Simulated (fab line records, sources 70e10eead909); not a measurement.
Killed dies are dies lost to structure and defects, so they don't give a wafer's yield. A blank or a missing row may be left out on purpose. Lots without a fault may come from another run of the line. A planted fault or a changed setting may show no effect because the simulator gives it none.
Chamber matching | flow nand_harc | NHARC_A_STAIRCASE_DESCUM_186 on rie_diel-02: 4 sister chambers
The step chemistry O2, time 3 s. 14 wafers are shown with their chamber, then 7 later ones without.

WAFERS WITH THEIR CHAMBER
wafer  | chamber | drypump_motor_current_A (A) | showerhead_plenum_p_Torr (Torr) | rf_vpp_V (V)
L081.1 | 2       | 6.3                         | 1.96                            | 56.4
L081.4 | 3       | 5.8                         | 1.77                            | 56.5
L081.6 | 1       | 6.7                         | 2.00                            | 57.1
L082.2 | 0       | 5.7                         | 1.76                            | 56.1
L082.3 | 3       | 5.8                         | 1.77                            | 56.9
L082.5 | 0       | 5.7                         | 1.76                            | 57.0
L084.1 | 3       | 5.9                         | 1.77                            | 56.9
L084.2 | 1       | 6.7                         | 2.00                            | 58.7
L084.6 | 3       | 5.9                         | 1.77                            | 56.0
L087.3 | 2       | 6.3                         | 1.95                            | 56.4
L087.4 | 3       | 5.9                         | 1.76                            | 56.8
L087.5 | 1       | 6.7                         | 1.99                            | 57.8
L093.2 | 3       | 5.8                         | 2.07                            | 56.7
L093.4 | 1       | 6.7                         | 1.99                            | 56.7

SIGNATURES (means of the wafers above)
reading                  | chamber 0 | chamber 1 | chamber 2 | chamber 3 | scatter within a chamber
drypump_motor_current_A  | 5.700     | 6.700     | 6.300     | 5.850     | 0.0387
showerhead_plenum_p_Torr | 1.7600    | 1.9950    | 1.9550    | 1.8183    | 0.0873
rf_vpp_V                 | 56.550    | 57.575    | 56.400    | 56.633    | 0.575
Rule: a wafer's distance from a chamber is the root of the sum, over the readings, of the square of ((its reading less the chamber's mean) divided by the reading's scatter). The wafer belongs to the nearest chamber; if the next one is less than 2 further off, it can't be placed. The scatter: the root of (the sum of the squares of (reading less its chamber's mean) over the shown wafers, divided by (wafers less chambers)).

WAFERS WITHOUT THEIR CHAMBER
wafer  | drypump_motor_current_A (A) | showerhead_plenum_p_Torr (Torr) | rf_vpp_V (V)
L093.5 | 5.8                         | 2.07                            | 57.7
L094.1 | 5.8                         | 2.07                            | 58.2
L094.3 | 6.7                         | 1.99                            | 58.4
L094.5 | 6.7                         | 1.99                            | 57.4
L095.1 | 5.7                         | 2.08                            | 57.5
L095.2 | 5.9                         | 2.07                            | 57.1
L095.3 | 6.7                         | 1.99                            | 57.9

WHICH CHAMBER EACH WENT THROUGH
wafer  | from the rows above     | in truth
L093.5 | can't be placed: 3 or 0 | 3
L094.1 | can't be placed: 3 or 0 | 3
L094.3 | 1                       | 1
L094.5 | 1                       | 1
L095.1 | can't be placed: 0 or 3 | 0
L095.2 | 3                       | 3
L095.3 | 1                       | 1
Placed correctly: 4 of 7. Can't be placed from these rows: 3 (the true chamber is among the candidates in 3). Placed wrongly: 0.
